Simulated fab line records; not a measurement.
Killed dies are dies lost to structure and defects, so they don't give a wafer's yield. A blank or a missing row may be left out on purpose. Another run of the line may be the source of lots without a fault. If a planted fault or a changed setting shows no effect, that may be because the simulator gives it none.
Which tool was responsible?	flow n5Finfet	30 wafers from 10 lots sampled at 5 of the route's 1938 steps

== WHAT THE GAUGES READ, wafer by wafer ==
N5_BEOL_M4_RC_MEAS_101.
lot	measured	on	DIBL_N (mV/V)
L534	day 8 05:15	prober-01	40.3 39.0 38.0
L533	day 8 08:13	prober-02	35.9 35.8 38.7
L535	day 8 13:13	prober-02	44.2 35.3 38.9
L536	day 8 22:30	prober-01	37.9 33.1 34.5
L537	day 9 03:58	prober-01	36.8 39.4 35.4
L543	day 10 11:44	prober-01	37.4 36.5 38.0
L544	day 10 19:13	prober-02	34.1 34.8 35.5
L546	day 11 11:25	prober-02	40.2 36.4 40.9
L550	day 12 02:56	prober-01	33.5 38.5 38.0
L551	day 12 14:08	prober-01	40.3 40.3 35.6

== WHICH TOOL RAN EACH LOT (tool, then ch and the chambers of the sampled wafers, then the start) ==
lot	N5_BEOL_M3_ETCH_70	N5_BEOL_M3_DEGAS_44	N5_BEOL_M3_CVD_47	N5_BEOL_M3_ANNEAL_82
L534	rieDiel-05 ch 1,2,3, day 7 16:22	pvdSputter-02, day 7 17:05	cvdCo-01 ch 0,1,2, day 7 17:35	pvdSputter-03, day 7 18:16
L533	rieDiel-05 ch 1,2,3, day 7 16:50	pvdSputter-02, day 7 17:26	cvdCo-02 ch 1,2, day 7 17:50	pvdSputter-01, day 7 18:31
L535	rieDiel-06 ch 0,1,3, day 7 21:38	pvdSputter-02, day 7 22:37	cvdCo-02 ch 0,1, day 8 00:50	pvdSputter-03, day 8 01:31
L536	rieDiel-02 ch 0,1, day 8 03:44	pvdSputter-03, day 8 04:26	cvdCo-01 ch 0,1,2, day 8 05:04	pvdSputter-01, day 8 07:15
L537	rieDiel-02 ch 0,2,3, day 8 08:12	pvdSputter-03, day 8 08:59	cvdCo-01 ch 0,1, day 8 09:26	pvdSputter-02, day 8 10:14
L543	rieDiel-02 ch 0,1,2, day 9 22:58	pvdSputter-03, day 9 23:55	cvdCo-01 ch 1,2, day 10 00:28	pvdSputter-03, day 10 01:10
L544	rieDiel-02 ch 0,1,3, day 10 06:27	pvdSputter-03, day 10 07:19	cvdCo-01 ch 0,1,2, day 10 07:48	pvdSputter-03, day 10 08:29
L546	rieDiel-06 ch 0,3, day 10 15:25	pvdSputter-01, day 10 18:01	cvdCo-01 ch 0,2, day 10 18:29	pvdSputter-02, day 10 19:19
L550	rieDiel-06 ch 0,3, day 11 09:09	pvdSputter-03, day 11 10:31	cvdCo-01 ch 1,2, day 11 11:00	pvdSputter-02, day 11 11:41
L551	rieDiel-02 ch 2,3, day 11 16:26	pvdSputter-03, day 11 16:59	cvdCo-01 ch 1,2, day 11 17:38	pvdSputter-03, day 11 18:20
- N5_BEOL_M3_ETCH_70: etches SOC in N2/H2, target depth 80 nm, overetch 16 nm, time 120 s.
- N5_BEOL_M3_DEGAS_44: time 60 s.
- N5_BEOL_M3_CVD_47: deposits Co from CCTBA/H2, target thk 3 nm, time 223.8 s.
- N5_BEOL_M3_ANNEAL_82: time 240 s.

== THE ANSWER, worked out from the rows above alone ==
Rule: what is usual is taken from the lots themselves. The widest of any qualifying gaps counts: lots, ordered by their means at a reading, are off when they make up no more than a third of the lots, leave a main group of 4 or more, and stand apart from it by 3 or more times the standard deviation of that group's means. If all means in a main group match to the digits the tables above print for the reading, that group is not used. A lot without any number at a reading at which 4 lots or more have one is off too. All remaining lots with rows at the step are treated as sound.
Nothing can be told from this: no lot is off at any reading shown.

== WHAT HAD BEEN PUT IN BY THE SIMULATOR ==
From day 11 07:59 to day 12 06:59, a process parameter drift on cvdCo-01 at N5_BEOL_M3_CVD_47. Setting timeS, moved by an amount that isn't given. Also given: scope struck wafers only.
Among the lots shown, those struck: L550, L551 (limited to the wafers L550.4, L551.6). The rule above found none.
